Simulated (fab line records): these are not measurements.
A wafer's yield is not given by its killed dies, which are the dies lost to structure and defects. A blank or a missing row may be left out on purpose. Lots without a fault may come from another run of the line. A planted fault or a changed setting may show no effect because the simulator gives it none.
Which of the tools did it? | flow nand-harc | 13 lots, 39 wafers sampled, at 5 steps of a route of 1302

WHAT THE GAUGES SHOWED, per wafer
NHARC_HYBRID_BOND_OVL_MEAS_05. Usual: overlay-x-nm 1 nm, standard deviation 36; overlay-y-nm 1 nm, standard deviation 29.
lot  | measured     | on         | overlay-x-nm (nm) | overlay-y-nm (nm) | flag
L249 | day 24 07:35 | overlay-01 | 1 2 -47           | 0 11 -18          |
L248 | day 24 07:35 | overlay-02 | 20 -34 -16        | 0 -4 -11          |
L250 | day 24 07:36 | overlay-01 | 111 52 2          | 7 -42 -45         |
L253 | day 26 14:57 | overlay-02 | 22 23 -54         | 14 3 24           |
L252 | day 26 05:53 | overlay-02 | 5 40 94           | 23 55 22          |
L256 | day 26 22:46 | overlay-01 | 56 13 11          | -13 39 39         |
L255 | day 26 14:58 | overlay-01 | 18 -34 12         | 13 28 -12         |
L257 | day 27 20:05 | overlay-02 | 71 28 16          | -8 18 3           |
L259 | day 28 03:15 | overlay-01 | 1 -3 31           | -51 48 0          |
L260 | day 27 20:05 | overlay-01 | 28 -41 15         | 47 -31 -52        |
L264 | day 30 00:58 | overlay-01 | 3 -30 15          | 20 9 22           |
L269 | day 32 09:47 | overlay-02 | 54 37 34          | 36 -6 -8          |
L270 | day 33 00:35 | overlay-02 | -31 -9 -3         | -75 -25 -1        |

NHARC_END_SORT_01. Usual: killed-at-array 53, standard deviation 19; killed-at-other 0.8, standard deviation 1.2; killed-at-periphery 3.7, standard deviation 2.3; killed-dies 57, standard deviation 19; killed-open 3.2, standard deviation 1.7; killed-short 2.6, standard deviation 1.8.
lot  | measured     | on        | killed-at-array | killed-at-other | killed-at-periphery | killed-dies | killed-open | killed-short | flag
L264 | day 30 20:38 | prober-01 | 112 148 153     | 1 2 0           | 3 3 4               | 116 153 157 | 3 2 3       | 1 1 5        | OFF

WHAT TOOL EACH LOT RAN ON (gives the tool, then ch and the chambers of the sampled wafers, and finally the start)
lot  | NHARC_A_STAIRCASE_PRECLEAN_173      | NHARC_A_M1_PRE_CLEAN_32         | NHARC_A_BONDPAD_CMP_29
L249 | wet-bench-04 ch 1,2,4, day 15 21:26 | pecvd-02 ch 0,1, day 23 18:10   | cmp-01 ch 0,1,2, day 23 19:11
L248 | wet-bench-02 ch 0,5,7, day 15 21:47 | pecvd-02 ch 0,2, day 23 17:22   | cmp-02 ch 0,2, day 23 18:31
L250 | wet-bench-04 ch 3,4,5, day 16 16:22 | pecvd-02 ch 0,1, day 23 20:13   | cmp-02 ch 0,1,2, day 23 21:17
L253 | wet-bench-03 ch 3,4,6, day 18 01:28 | pecvd-01 ch 0,1, day 25 23:33   | cmp-01 ch 0,2, day 26 00:35
L252 | wet-bench-02 ch 1,2,7, day 18 01:44 | pecvd-04 ch 1,2, day 25 15:52   | cmp-04 ch 0,1,2, day 25 16:55
L256 | wet-bench-02 ch 0,3,6, day 18 21:13 | pecvd-02 ch 0,2, day 26 07:35   | cmp-02 ch 0,2,3, day 26 08:40
L255 | wet-bench-04 ch 2,3,4, day 18 21:31 | pecvd-01 ch 0,1,2, day 26 03:48 | cmp-01 ch 0,2,3, day 26 04:50
L257 | wet-bench-02 ch 0,4,5, day 19 15:48 | pecvd-02 ch 1,2, day 27 06:56   | cmp-01 ch 0,2, day 27 07:58
L259 | wet-bench-02 ch 0,1,6, day 20 03:52 | pecvd-02 ch 0,1,2, day 27 13:41 | cmp-04 ch 1,3, day 27 14:43
L260 | wet-bench-04 ch 0,1,6, day 20 04:04 | pecvd-04 ch 0,1,2, day 27 03:20 | cmp-04 ch 0,2,3, day 27 04:22
L264 | wet-bench-04 ch 0,3,7, day 22 00:37 | pecvd-02 ch 0,2, day 29 12:38   | cmp-04 ch 0,1,3, day 29 13:40
L269 | wet-bench-02 ch 2,4,5, day 24 13:43 | pecvd-01 ch 1,2, day 31 15:10   | cmp-04 ch 1,2, day 31 16:25
L270 | wet-bench-03 ch 0,1,2, day 24 21:43 | pecvd-04 ch 0,1, day 32 09:49   | cmp-04 ch 0,1,2, day 32 10:55
- NHARC_A_STAIRCASE_PRECLEAN_173: cleans in SC1.
- NHARC_A_M1_PRE_CLEAN_32: time 12 s.
- NHARC_A_BONDPAD_CMP_29: polishes SiCN, target thk 200 nm.

WHAT THE TOOLS THEMSELVES READ (means of the sampled wafers that have a number; where no wafer has one, the mark that the record gives instead)
NHARC_A_M1_PRE_CLEAN_32. Usual: heater-power-w 663 W, standard deviation 76; rf-fwd-power-W 292.6 W, standard deviation 0.85.
lot  | tool     | heater-power-w (W) | rf-fwd-power-W (W) | flag
L249 | pecvd-02 | 602                | 292.2              |
L248 | pecvd-02 | 627                | 292.0              |
L250 | pecvd-02 | 664                | 292.7              |
L253 | pecvd-01 | 635                | 292.3              |
L252 | pecvd-04 | 704                | 293.0              |
L256 | pecvd-02 | 617                | 293.2              |
L255 | pecvd-01 | 651                | 292.5              |
L257 | pecvd-02 | 708                | 292.0              |
L259 | pecvd-02 | 666                | 292.7              |
L260 | pecvd-04 | 690                | 292.4              |
L264 | pecvd-02 | 659                | 292.5              |
L269 | pecvd-01 | 632                | 292.7              |
L270 | pecvd-04 | 583                | 292.0              |

NHARC_A_BONDPAD_CMP_29. Usual: motor-current-A reads 12.4 A (standard deviation 1.1).
lot  | tool   | motor-current-A (A) | flag
L249 | cmp-01 | 12.3                |
L248 | cmp-02 | 12.5                |
L250 | cmp-02 | 12.8                |
L253 | cmp-01 | 12.3                |
L252 | cmp-04 | 12.3                |
L256 | cmp-02 | 11.9                |
L255 | cmp-01 | 12.8                |
L257 | cmp-01 | 11.7                |
L259 | cmp-04 | 12.3                |
L260 | cmp-04 | 12.5                |
L264 | cmp-04 | 11.6                |
L269 | cmp-04 | 13.3                |
L270 | cmp-04 | 12.0                |

THE ANSWER, worked out from the rows above alone
Rule: take the mean of a lot's wafers that have a number; if it is more than 3 standard deviations from the usual mean, the lot is off. A lot without any number at a reading at which 4 lots or more have one is off too. Where the step has rows for the other lots, those lots are counted as sound. The gauges are gone through in route order, then the tools' own readings, and for those a lot's mean is taken as printed above. The first step at which some lot is off is used, and at that step the reading that is off furthest; a lot without a number counts as furthest.
Off: L264, at NHARC_END_SORT_01 (killed-dies). Neither off nor sound, because the step has no rows for them: L249, L248, L250, L253, L252, L256, L255, L257, L259, L260, L269, L270.
If a tool, at a process step before that reading, ran all the lots that are off and no sound lot after the first of them, it fits. The gauges at NHARC_END_SORT_01 are tried like those tools. Can't be told from this: 4 tools fit, wet-bench-04 at NHARC_A_STAIRCASE_PRECLEAN_173, pecvd-02 at NHARC_A_M1_PRE_CLEAN_32, cmp-04 at NHARC_A_BONDPAD_CMP_29, prober-01 at NHARC_END_SORT_01.

WHAT THE SIMULATOR HAD PUT IN
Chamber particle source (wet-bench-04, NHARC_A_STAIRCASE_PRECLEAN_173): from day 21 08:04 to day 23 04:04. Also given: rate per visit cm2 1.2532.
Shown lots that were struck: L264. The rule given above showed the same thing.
